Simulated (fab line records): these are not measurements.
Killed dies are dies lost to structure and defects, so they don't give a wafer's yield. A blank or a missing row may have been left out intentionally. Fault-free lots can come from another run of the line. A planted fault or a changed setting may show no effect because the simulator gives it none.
Split-lot experiment    flow n5_finfet    route with 1938 steps; 7 lots, 21 wafers read

== THE SPLIT ==
At N5_BEOL_M8_PEB_09 (peb time 60 s), the setting peb_time_s was moved away from the recipe's 60 s on 8 of the 21 wafers read, by -19.7% to +13.3%. This setting was run at the recipe's value on the other wafers.

== FROM THE SPLIT TO THE READING: what the file shows between them, 8 steps ==
- N5_BEOL_M8_DEVELOP_10: develop time 30 s
- N5_BEOL_M8_CD_MEAS_11: target cd 38.5 nm
- N5_BEOL_M8_DESCUM_16: chemistry O2, time 7.9 s
- N5_BEOL_M8_ETCH_61: etches SiARC in CF4, target depth 45.5 nm, time 75.8 s
- N5_BEOL_M8_ETCH_62: etches SOC in N2/H2, target depth 110 nm, overetch 22 nm, time 165 s
- N5_BEOL_M8_STRIP_68: strips in N2/H2
- N5_BEOL_M8_PRECLEAN_42: cleans in residue remover, time 60 s
- N5_BEOL_M8_SRD_43: time 30 s

== THE READING ==
cd_nm, in nm, at N5_BEOL_M8_CD_MEAS_35 (target cd 40 nm). On this fab line, fault-free wafers typically give 40.0 nm with a standard deviation of 0.66 nm.

wafer   tool, chamber at the split  peb_time_s as run, s  against the recipe  cd_nm, nm  against lot-mates on the recipe
L079.1  litho_track-04, 0           60                    recipe              41.2       -
L079.2  litho_track-04, 0           55.1                  -8.2%               38.3       -2.7
L079.5  litho_track-04, 0           60                    recipe              40.7       -
L080.1  litho_track-03, 0           48.19                 -19.7%              32.8       -6.7
L080.3  litho_track-03, 0           60                    recipe              39.8       -
L080.5  litho_track-03, 0           60                    recipe              39.2       -
L084.2  litho_track-03, 0           63.55                 +5.9%               40.1       +0.7
L084.3  litho_track-03, 0           60                    recipe              39.4       -
L084.4  litho_track-03, 0           63.55                 +5.9%               41.2       +1.8
L088.1  litho_track-04, 0           60                    recipe              40.8       -
L088.3  litho_track-04, 0           60                    recipe              40.0       -
L088.4  litho_track-04, 0           60                    recipe              40.2       -
L089.2  litho_track-05, 0           63.59                 +6.0%               41.5       +2.0
L089.3  litho_track-05, 0           60                    recipe              38.9       -
L089.6  litho_track-05, 0           60                    recipe              40.2       -
L091.3  litho_track-04, 0           60                    recipe              39.8       -
L091.4  litho_track-04, 0           67.98                 +13.3%              42.4       +2.6
L091.6  litho_track-04, 0           67.98                 +13.3%              42.4       +2.6
L096.1  litho_track-04, 0           60                    recipe              41.0       -
L096.3  litho_track-04, 0           63.97                 +6.6%               43.1       +2.3
L096.4  litho_track-04, 0           60                    recipe              40.6       -

THE FIT
A straight line over all 21 wafers: cd_nm changes by +0.271 nm for each +1% of peb_time_s; r = +0.90; the points scatter about the line by 0.94 nm.
The same after taking each lot's own level away (the mean of its wafers on the recipe; 21 wafers): +0.281 nm for each +1%; r = +0.96; scatter 0.57 nm.
That fit puts the effect of the largest move of peb_time_s on the reading at 5.5 nm.
The lots' own levels span 39.40 to 40.95 nm, that is 2.3 times the standard deviation above.
So the lot-to-lot level changes the slope little: the two slopes agree.
Check: -4.67 nm against its lot-mates is what the line predicts for one of the wafers moved furthest among these (-19.7%) when that wafer is left out of the fit. It came out at -6.7 nm against them.

== ADDITIONAL SPLITS CARRIED BY THESE WAFERS ==
Note: prior to the reading, these wafers also went through further splits. Each is held against what the fit with the lots' levels taken away leaves over:
other split on the same wafers      wafers away from the commonest value  r with cd_nm (lot level and that fit taken away)
N5_BEOL_M6_TRENCH_ETCH_37 source_w  11                                    -0.21

== THE WHOLE CHAIN: every reading that the file lists as answering this split, in the file's order ==
step                   what it does                                            reading                                                                change (the file's fit)                r (the file's)
N5_BEOL_M8_CD_MEAS_11  target cd 38.5 nm                                       cd_nm                                                                  +0.303 nm for each +1% of the setting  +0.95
N5_BEOL_M8_ETCH_61     etches SiARC in CF4, target depth 45.5 nm, time 75.8 s  BEOL_M8.cd_offset_nm (the simulator's own value, which no gauge read)  +0.3 nm for each +1% of the setting    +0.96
N5_BEOL_M8_CD_MEAS_35  target cd 40 nm                                         cd_nm                                                                  +0.3 nm for each +1% of the setting    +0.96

== THE FILE'S OWN FIT ==
cd_nm changes by +0.3 nm for each +1% of peb_time_s, r = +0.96.
